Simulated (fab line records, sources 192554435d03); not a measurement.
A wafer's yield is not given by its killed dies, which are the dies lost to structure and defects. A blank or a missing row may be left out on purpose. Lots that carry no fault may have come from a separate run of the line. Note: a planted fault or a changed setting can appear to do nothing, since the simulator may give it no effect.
Which of the tools did it?	flow n5Finfet	11 lots, 33 wafers sampled, at 2 steps of a route of 1938

## WHAT THE GAUGES SHOWED, per wafer
N5_FIN_SAQP_CD_MEAS_31: target cd 8 nm.
lot	measured	on	cdNm (nm)
L075	day 2 07:44	cdSem-02	7.81 8.40 8.21
L078	day 3 01:44	cdSem-01	8.38 7.98 8.03
L080	day 3 14:08	cdSem-03	8.28 8.17 8.17
L082	day 4 02:05	cdSem-01	7.81 8.04 8.12
L084	day 4 15:23	cdSem-03	8.16 7.88 8.13
L086	day 5 03:19	cdSem-01	8.14 8.01 7.98
L088	day 5 14:30	cdSem-02	8.08 8.09 8.08
L090	day 6 02:55	cdSem-03	8.30 8.13 8.23
L092	day 6 14:23	cdSem-01	8.26 7.84 8.15
L094	day 7 02:26	cdSem-03	8.40 8.10 8.07
L096	day 7 14:39	cdSem-02	8.10 7.74 7.87

## WHAT TOOL EACH LOT RAN ON (gives the tool, then ch and the chambers of the sampled wafers, and finally the start)
lot	N5_FIN_SAQP_ETCH_69
L075	rieDiel-04 ch 0,1,3, day 2 06:55
L078	rieDiel-04 ch 1,3, day 3 00:48
L080	rieDiel-04 ch 1,3, day 3 13:14
L082	rieDiel-03 ch 0,1,3, day 4 01:13
L084	rieDiel-02 ch 2,3, day 4 14:33
L086	rieDiel-03 ch 0,2,3, day 5 02:28
L088	rieDiel-04 ch 1,2,3, day 5 13:38
L090	rieDiel-03 ch 0,3, day 6 02:04
L092	rieDiel-03 ch 0,2,3, day 6 12:59
L094	rieDiel-02 ch 0,1, day 7 01:25
L096	rieDiel-04 ch 0,1,3, day 7 13:49
- N5_FIN_SAQP_ETCH_69: etches SOC in N2/H2, stops on SiNx, target depth 150 nm.

## THE ANSWER, worked out from the rows above alone
Rule: what is usual is taken from the lots themselves. The widest of any qualifying gaps counts: lots, ordered by their means at a reading, are off when they make up no more than a third of the lots, leave a main group of 4 or more, and stand apart from it by 3 or more times the standard deviation of that group's means. The tables above print the reading to a certain number of digits; a main group whose means all agree to those digits is not used. Also off: a lot with no number at a reading for which 4 or more lots have one. Where the step has rows for the other lots, those lots are counted as sound.
Nothing can be told from this: no lot is off at any reading shown.

## WHAT THE SIMULATOR HAD INSERTED
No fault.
